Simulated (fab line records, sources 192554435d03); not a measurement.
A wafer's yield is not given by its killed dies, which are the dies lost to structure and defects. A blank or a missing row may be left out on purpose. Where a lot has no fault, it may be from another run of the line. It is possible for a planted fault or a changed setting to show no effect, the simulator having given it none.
Problem report, 8D (eight disciplines) form, completed by code ; flow n5_finfet ; the parts of the form that need people (team, actions taken, sign-off) are left out

1. WHAT WENT WRONG
Mean of spin_speed_rpm at N5_WELL_APT_COAT_19: 1428.2 rpm across 6 wafers in 2 lots; on wafers with no fault it is 1357.0 rpm (standard deviation 1.2). Measured from the usual mean, that is +59 standard deviations.
The step: resist thk 950 nm.
Earliest sighting: wafer L104.1 on litho_track-01 at day 5 02:49. Wafers with a number at this step in the record: 27, from 9 lots. Rule for "out" (also "out of limits"): further than 4 standard deviations from the usual mean. The rest of the wafers with a number are treated as sound.

2. WHAT THIS IS AND IS NOT
question;is;is not
which readings at this step;spin_speed_rpm;-
which lots;L104, L105;L102, L103, L110, L111, L113, L990, L992
which wafers of those lots;all that have a number;-
read on which tools;litho_track-01;litho_track-02, litho_track-05
when;from day 5 02:49;"up to then (12 sound wafers); but 9 sound wafers of L110, L111, L113 came after"

3. WHAT RULES OUT EACH SUSPECT
Counting: any tool at a process step up to the reading is kept as a suspect provided that every lot that is out went through it and no sound lot did after the first of them.
- litho_track-01 at N5_WELL_APT_COAT_19 (resist thk 950 nm): kept. It ran every lot that is out, first L104 (day 5 02:49), and no sound lot after that; its last sound lot up to then is L103 (day 4 20:32). Out on those wafers are its own readings of spin_speed_rpm.
Left after counting: litho_track-01 at N5_WELL_APT_COAT_19.

4. THE CAUSE (what the simulator had put in)
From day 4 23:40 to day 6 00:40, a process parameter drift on litho_track-01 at N5_WELL_APT_COAT_19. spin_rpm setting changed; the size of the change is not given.
This tool alone remained once counting was done.

5. THE CHAIN OF EFFECTS, in route order
One row per reading whose mean, taken over the struck wafers that have a number, lies over 3 standard deviations from the usual. Only readings for which the record gives a usual standard deviation are gone through. hours: the time from each lot's start at the first step in this table that gives one to its start at this step, as a median over the lots. sigmas: the change in usual standard deviations.
hours;step;reading;usual;on struck wafers;change;sigmas
0;N5_WELL_APT_COAT_19;spin_speed_rpm;1357.0 rpm;1428.2;+71.2;+59
Its process steps:
- N5_WELL_APT_COAT_19: resist thk 950 nm.
At these later measuring or inspecting steps, every struck wafer for which the step has a row has a number for every such reading, and none has moved that far: N5_BEOL_M4_RC_MEAS_101.

6. HOW IT WOULD HAVE BEEN CAUGHT EARLIER
The fault began at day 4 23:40; the first out-of-limits reading in this record came at day 5 02:49, 3 hours later.
